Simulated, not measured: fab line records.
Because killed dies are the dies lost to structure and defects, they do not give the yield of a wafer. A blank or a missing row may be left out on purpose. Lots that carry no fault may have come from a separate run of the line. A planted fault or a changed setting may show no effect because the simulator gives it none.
Matching of chambers | flow n5-finfet | 3 sister chambers for N5_FIN_SAQP_PECVD_06 on pecvd-02
The step deposits a-Si from SiH4/He, target thk 60 nm, time 48.1 s. 6 wafers are shown with their chamber, then 12 later ones without.

## WAFERS WITH THEIR CHAMBER
wafer  | chamber | showerhead-plenum-p-Torr (Torr) | heater-power-w (W)
L079.5 | 1       | 5.77                            | 665
L081.4 | 1       | 5.74                            | 760
L081.5 | 0       | 5.64                            | 852
L088.1 | 2       | 5.63                            | 692
L088.2 | 0       | 5.64                            | 1008
L088.4 | 2       | 5.63                            | 690

## WAFERS WHOSE CHAMBER IS MISSING
wafer  | showerhead-plenum-p-Torr (Torr) | heater-power-w (W)
L090.2 | 5.64                            | 988
L090.3 | 5.75                            | 711
L090.4 | 5.75                            | 701
L091.3 | 5.64                            | 904
L091.4 | 5.64                            | 735
L091.6 | 5.76                            | 728
L093.4 | 5.65                            | 742
L093.5 | 5.63                            | 848
L093.6 | 5.75                            | 743
L097.1 | 5.64                            | 791
L097.3 | 5.74                            | 739
L097.5 | 5.64                            | 936

## CHAMBER TAKEN BY EACH
wafer  | from the rows above     | in truth
L090.2 | 0                       | 0
L090.3 | 1                       | 1
L090.4 | 1                       | 1
L091.3 | 0                       | 0
L091.4 | can't be placed: 2 or 0 | 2
L091.6 | 1                       | 1
L093.4 | can't be placed: 2 or 0 | 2
L093.5 | can't be placed: 0 or 2 | 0
L093.6 | 1                       | 1
L097.1 | can't be placed: 2 or 0 | 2
L097.3 | 1                       | 1
L097.5 | 0                       | 0
Correct placement for 8 of the 12. These rows do not allow placing 4 (true chamber among the candidates in 4). Number placed wrongly: 0.
How it was worked out, from the rows above alone: a wafer's distance from a chamber is the root of the sum, over the readings, of the square of ((its reading less the chamber's mean) divided by the reading's scatter). If the next closest chamber is less than 2 further off than the closest, the wafer can't be placed; otherwise it belongs to the closest. For every chamber, the mean is computed from those of its wafers that are shown. How the scatter is found: for the shown wafers, subtract from each reading the mean of its chamber, square and add these, divide the total by (wafers less chambers), then take the root.
